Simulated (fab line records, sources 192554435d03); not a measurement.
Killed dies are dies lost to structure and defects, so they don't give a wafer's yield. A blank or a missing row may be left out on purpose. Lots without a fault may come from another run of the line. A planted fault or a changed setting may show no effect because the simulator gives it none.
Which tool did it? | flow n5_finfet | 9 lots, 27 wafers sampled, at 7 steps of a route of 1938

WHAT THE GAUGES READ, wafer by wafer
N5_BEOL_M8_OCD_MEAS_38.
lot  | measured     | on     | trench_depth_nm (nm)
L578 | day 9 11:11  | ocd-01 | 90.1 91.8 89.9
L577 | day 9 14:34  | ocd-02 | 97.2 98.0 91.0
L583 | day 10 16:35 | ocd-02 | 92.2 92.3 92.8
L586 | day 11 21:38 | ocd-01 | 91.5 96.8 96.2
L593 | day 13 15:20 | ocd-01 | 94.7 94.9 93.3
L595 | day 14 03:37 | ocd-02 | 105.4 104.8 104.1
L594 | day 14 13:31 | ocd-01 | 99.4 105.4 99.1
L598 | day 15 00:44 | ocd-01 | 93.3 90.8 89.7
L599 | day 15 12:04 | ocd-01 | 90.1 90.7 94.1

N5_BEOL_M8_CD_MEAS_35: target cd 40 nm.
lot  | measured     | on        | cd_nm (nm)
L578 | day 9 11:20  | cd_sem-03 | 39.4 38.8 39.5
L577 | day 9 14:43  | cd_sem-01 | 39.4 39.3 40.9
L583 | day 10 16:44 | cd_sem-02 | 40.0 40.5 40.3
L586 | day 11 21:47 | cd_sem-01 | 42.0 40.0 40.6
L593 | day 13 15:29 | cd_sem-01 | 39.4 40.3 39.4
L595 | day 14 03:46 | cd_sem-01 | 39.4 40.2 39.8
L594 | day 14 13:40 | cd_sem-02 | 39.3 38.9 39.1
L598 | day 15 00:53 | cd_sem-01 | 40.6 41.1 39.0
L599 | day 15 12:13 | cd_sem-03 | 41.1 40.5 40.2

N5_BEOL_M8_THK_MEAS_53: measures by xrf.
lot  | measured     | on            | M8_THK (nm)
L578 | day 9 13:46  | film_metro-02 | 78.9 78.1 77.2
L577 | day 9 18:24  | film_metro-01 | 83.2 81.4 77.1
L583 | day 10 19:54 | film_metro-01 | 76.2 77.5 79.7
L586 | day 12 00:30 | film_metro-02 | 76.4 84.2 85.0
L593 | day 13 17:45 | film_metro-02 | 79.6 79.9 79.7
L595 | day 14 06:58 | film_metro-02 | 92.0 90.4 90.4
L594 | day 14 15:43 | film_metro-01 | 85.7 88.6 84.3
L598 | day 15 03:50 | film_metro-01 | 77.6 76.8 76.6
L599 | day 15 14:58 | film_metro-01 | 76.1 77.4 79.2

N5_BEOL_M8_RS_MEAS_57: measures by four-point-probe.
lot  | measured     | on            | M8_RS (ohm/sq)
L578 | day 9 13:54  | film_metro-01 | 0.292 0.293 0.298
L577 | day 9 18:34  | film_metro-01 | 0.268 0.276 0.294
L583 | day 10 20:02 | film_metro-02 | 0.298 0.295 0.284
L586 | day 12 00:38 | film_metro-02 | 0.303 0.271 0.269
L593 | day 13 17:56 | film_metro-01 | 0.285 0.287 0.287
L595 | day 14 07:08 | film_metro-02 | 0.243 0.247 0.247
L594 | day 14 15:51 | film_metro-02 | 0.263 0.253 0.267
L598 | day 15 03:58 | film_metro-01 | 0.291 0.293 0.295
L599 | day 15 15:05 | film_metro-01 | 0.299 0.295 0.285

WHICH TOOL RAN EACH LOT (tool, then ch and the chambers of the sampled wafers, then the start)
lot  | N5_BEOL_M8_ETCH_66                 | N5_BEOL_M8_TRENCH_ETCH_37          | N5_BEOL_M8_PRE_CLEAN_45
L578 | rie_diel-04 ch 0,2,3, day 9 10:50  | rie_diel-04 ch 0,2,3, day 9 11:02  | pvd_sputter-01, day 9 11:49
L577 | rie_diel-05 ch 0,2, day 9 14:13    | rie_diel-05 ch 0,2, day 9 14:25    | pvd_sputter-01, day 9 15:17
L583 | rie_diel-02 ch 0,1,2, day 10 16:14 | rie_diel-02 ch 0,1,2, day 10 16:25 | pvd_sputter-01, day 10 17:27
L586 | rie_diel-05 ch 2,3, day 11 21:17   | rie_diel-05 ch 2,3, day 11 21:28   | pvd_sputter-01, day 11 22:40
L593 | rie_diel-02 ch 0,2, day 13 14:59   | rie_diel-02 ch 0,2, day 13 15:11   | pvd_sputter-01, day 13 16:03
L595 | rie_diel-05 ch 0,3, day 14 03:16   | rie_diel-05 ch 0,3, day 14 03:27   | pvd_sputter-02, day 14 05:26
L594 | rie_diel-05 ch 1,3, day 14 13:10   | rie_diel-05 ch 1,3, day 14 13:22   | pvd_sputter-03, day 14 14:15
L598 | rie_diel-04 ch 1,2, day 15 00:22   | rie_diel-04 ch 1,2, day 15 00:34   | pvd_sputter-03, day 15 02:10
L599 | rie_diel-02 ch 0,2,3, day 15 11:43 | rie_diel-02 ch 0,2,3, day 15 11:54 | pvd_sputter-01, day 15 13:14
- N5_BEOL_M8_ETCH_66: etches SOC in N2/H2, target depth 80 nm, overetch 16 nm, time 120 s.
- N5_BEOL_M8_TRENCH_ETCH_37: etches SiCOH lowk in C4F6/O2, target depth 93.478 nm, time 31.2 s.
- N5_BEOL_M8_PRE_CLEAN_45: time 30 s.

WHAT THE TOOLS THEMSELVES READ (means of the sampled wafers that have a number; where no wafer has one, the mark that the record gives instead)
N5_BEOL_M8_ETCH_66.
lot  | tool        | drypump_motor_current_A (A) | oes_product_au (a.u.) | rf_fwd_power_W (W) | rf_vpp_V (V) | showerhead_plenum_p_Torr (Torr) | throttle_valve_pct (%)
L578 | rie_diel-04 | 5.6                         | 0.63                  | 835.9              | 524.6        | 2.57                            | 17.85
L577 | rie_diel-05 | 5.2                         | 0.65                  | 836.1              | 523.4        | 2.52                            | 17.47
L583 | rie_diel-02 | 5.9                         | 0.65                  | 836.7              | 522.5        | 2.51                            | 17.71
L586 | rie_diel-05 | 5.5                         | 0.62                  | 835.7              | 521.3        | 2.43                            | 17.97
L593 | rie_diel-02 | 6.0                         | 0.71                  | 836.6              | 526.7        | 2.65                            | 17.49
L595 | rie_diel-05 | 5.2                         | 0.65                  | 832.9              | 524.5        | 2.56                            | 17.64
L594 | rie_diel-05 | 5.9                         | 0.58                  | 837.1              | 524.7        | 2.57                            | 17.98
L598 | rie_diel-04 | 5.4                         | 0.71                  | 835.3              | 522.5        | 2.54                            | 17.77
L599 | rie_diel-02 | 6.1                         | 0.69                  | 835.3              | 524.4        | 2.57                            | 17.55

N5_BEOL_M8_TRENCH_ETCH_37.
lot  | tool        | drypump_motor_current_A (A) | oes_o_777_au (a.u.) | oes_product_au (a.u.) | rf_fwd_power_W (W) | rf_vpp_V (V) | showerhead_plenum_p_Torr (Torr) | throttle_valve_pct (%)
L578 | rie_diel-04 | 5.6                         | 0.79                | 0.80                  | 341.0              | 664          | 2.86                            | 20.87
L577 | rie_diel-05 | 5.2                         | 0.87                | 0.86                  | 338.4              | 634          | 2.82                            | 20.58
L583 | rie_diel-02 | 5.9                         | 0.85                | 0.84                  | 341.2              | 649          | 2.80                            | 20.68
L586 | rie_diel-05 | 5.5                         | 0.83                | 0.83                  | 340.2              | 654          | 2.73                            | 21.08
L593 | rie_diel-02 | 5.9                         | 0.96                | 0.93                  | 342.4              | 637          | 2.96                            | 20.60
L595 | rie_diel-05 | 5.2                         | 1.11                | 0.91                  | 422.0              | 564          | 2.88                            | 20.81
L594 | rie_diel-05 | 5.9                         | 0.94                | 0.81                  | 421.7              | 592          | 2.88                            | 21.12
L598 | rie_diel-04 | 5.4                         | 0.91                | 0.90                  | 341.3              | 649          | 2.83                            | 20.72
L599 | rie_diel-02 | 6.1                         | 0.90                | 0.89                  | 339.5              | 639          | 2.88                            | 20.63

N5_BEOL_M8_PRE_CLEAN_45.
lot  | tool           | heater_power_w (W)
L578 | pvd_sputter-01 | 320
L577 | pvd_sputter-01 | 290
L583 | pvd_sputter-01 | 317
L586 | pvd_sputter-01 | 287
L593 | pvd_sputter-01 | 284
L595 | pvd_sputter-02 | 351
L594 | pvd_sputter-03 | 333
L598 | pvd_sputter-03 | 333
L599 | pvd_sputter-01 | 318

THE ANSWER, worked out from the rows above alone
Rule: what is usual is taken from the lots themselves. Put in order of their means at a reading, lots are off if they are a third of the lots or fewer, leave a main group of 4 or more, and stand apart from it by a gap of 3 or more times the standard deviation of the main group's means; of several such gaps the widest counts. A main group whose means are all the same, to the digits that the tables above print for the reading, isn't used. A lot without any number at a reading at which 4 lots or more have one is off too. The other lots that the step has rows for count as sound. The gauges are gone through in route order, then the tools' own readings, and for those a lot's mean is taken as printed above. The first step at which some lot is off is used, and at that step the reading that is off furthest; a lot without a number counts as furthest.
Off: L595, L594, at N5_BEOL_M8_OCD_MEAS_38 (trench_depth_nm). The main group: mean 92.9 nm, standard deviation 1.8.
A tool fits if, at a process step before that reading, it ran every lot that is off, and no sound lot after the first of them. The gauges at N5_BEOL_M8_OCD_MEAS_38 aren't tried: what is off there is off at N5_BEOL_M8_RS_MEAS_57 too, on other tools, and a gauge's error can't cause that. One fits: rie_diel-05 at N5_BEOL_M8_ETCH_66 and N5_BEOL_M8_TRENCH_ETCH_37. At N5_BEOL_M8_ETCH_66 its last sound lot is L586 (day 11 21:17), its first lot that is off L595 (day 14 03:16): a fault that began between those two fits.

WHAT THE SIMULATOR HAD PUT IN
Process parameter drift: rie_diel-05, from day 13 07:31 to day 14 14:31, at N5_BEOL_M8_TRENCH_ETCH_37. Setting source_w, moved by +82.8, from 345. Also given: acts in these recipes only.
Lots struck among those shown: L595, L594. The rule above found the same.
